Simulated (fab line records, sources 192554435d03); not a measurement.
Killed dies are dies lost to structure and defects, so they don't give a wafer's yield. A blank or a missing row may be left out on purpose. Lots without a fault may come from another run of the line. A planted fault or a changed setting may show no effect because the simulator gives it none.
Chamber matching | flow n5_finfet | N5_BEOL_M10_STRIP_19 on rie_diel-02: 3 sister chambers
The step strips in O2. 20 wafers are shown with their chamber, then 9 later ones without.

WAFERS WITH THEIR CHAMBER
wafer  | chamber | showerhead_plenum_p_Torr (Torr) | drypump_motor_current_A (A) | oes_product_au (a.u.)
L081.2 | 3       | 2.02                            | 5.2                         | 0.80
L081.3 | 2       | 2.17                            | 4.8                         | 0.73
L081.6 | 1       | 1.98                            | 5.6                         | 0.70
L079.1 | 3       | 2.02                            | 5.2                         | 0.82
L079.4 | 3       | 2.02                            | 5.2                         | 0.81
L079.5 | 1       | 1.98                            | 5.6                         | 0.70
L080.3 | 2       | 2.17                            | 4.8                         | 0.71
L080.4 | 2       | 2.17                            | 4.8                         | 0.73
L080.5 | 3       | 2.02                            | 5.2                         | 0.81
L082.3 | 3       | 2.02                            | 5.2                         | 0.80
L082.5 | 3       | 2.02                            | 5.2                         | 0.81
L082.6 | 1       | 1.97                            | 5.7                         | 0.70
L084.2 | 2       | 2.17                            | 4.8                         | 0.71
L084.3 | 3       | 2.02                            | 5.2                         | 0.80
L084.5 | 3       | 2.02                            | 5.2                         | 0.79
L086.2 | 3       | 2.02                            | 5.2                         | 0.78
L086.3 | 1       | 1.97                            | 5.7                         | 0.68
L086.6 | 2       | 2.17                            | 4.8                         | 0.70
L087.1 | 1       | 1.97                            | 5.6                         | 0.68
L087.5 | 1       | 1.97                            | 5.6                         | 0.68

SIGNATURES (means of the wafers above)
reading                  | chamber 1 | chamber 2 | chamber 3 | scatter within a chamber
showerhead_plenum_p_Torr | 1.9733    | 2.1700    | 2.0200    | 0.0028
drypump_motor_current_A  | 5.633     | 4.800     | 5.200     | 0.028
oes_product_au           | 0.6900    | 0.7160    | 0.8022    | 0.0121
Rule: a wafer's distance from a chamber is the root of the sum, over the readings, of the square of ((its reading less the chamber's mean) divided by the reading's scatter). The wafer belongs to the nearest chamber; if the next one is less than 2 further off, it can't be placed. The scatter: the root of (the sum of the squares of (reading less its chamber's mean) over the shown wafers, divided by (wafers less chambers)).

WAFERS WITHOUT THEIR CHAMBER
wafer  | showerhead_plenum_p_Torr (Torr) | drypump_motor_current_A (A) | oes_product_au (a.u.)
L087.6 | 2.17                            | 4.8                         | 0.71
L090.4 | 2.01                            | 5.2                         | 0.79
L090.5 | 2.16                            | 4.8                         | 0.70
L094.1 | 2.23                            | 5.7                         | 1.00
L094.4 | 2.01                            | 5.2                         | 0.77
L094.5 | 2.23                            | 5.7                         | 0.99
L096.2 | 2.23                            | 5.7                         | 0.98
L096.4 | 2.16                            | 4.8                         | 0.69
L096.5 | 2.01                            | 5.2                         | 0.76

WHICH CHAMBER EACH WENT THROUGH
wafer  | from the rows above | in truth
L087.6 | 2                   | 2
L090.4 | 3                   | 3
L090.5 | 2                   | 2
L094.1 | 2                   | 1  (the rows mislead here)
L094.4 | 3                   | 3
L094.5 | 2                   | 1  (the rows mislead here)
L096.2 | 2                   | 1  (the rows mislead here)
L096.4 | 2                   | 2
L096.5 | 3                   | 3
Placed correctly: 6 of 9. Can't be placed from these rows: 0. Placed wrongly: 3.
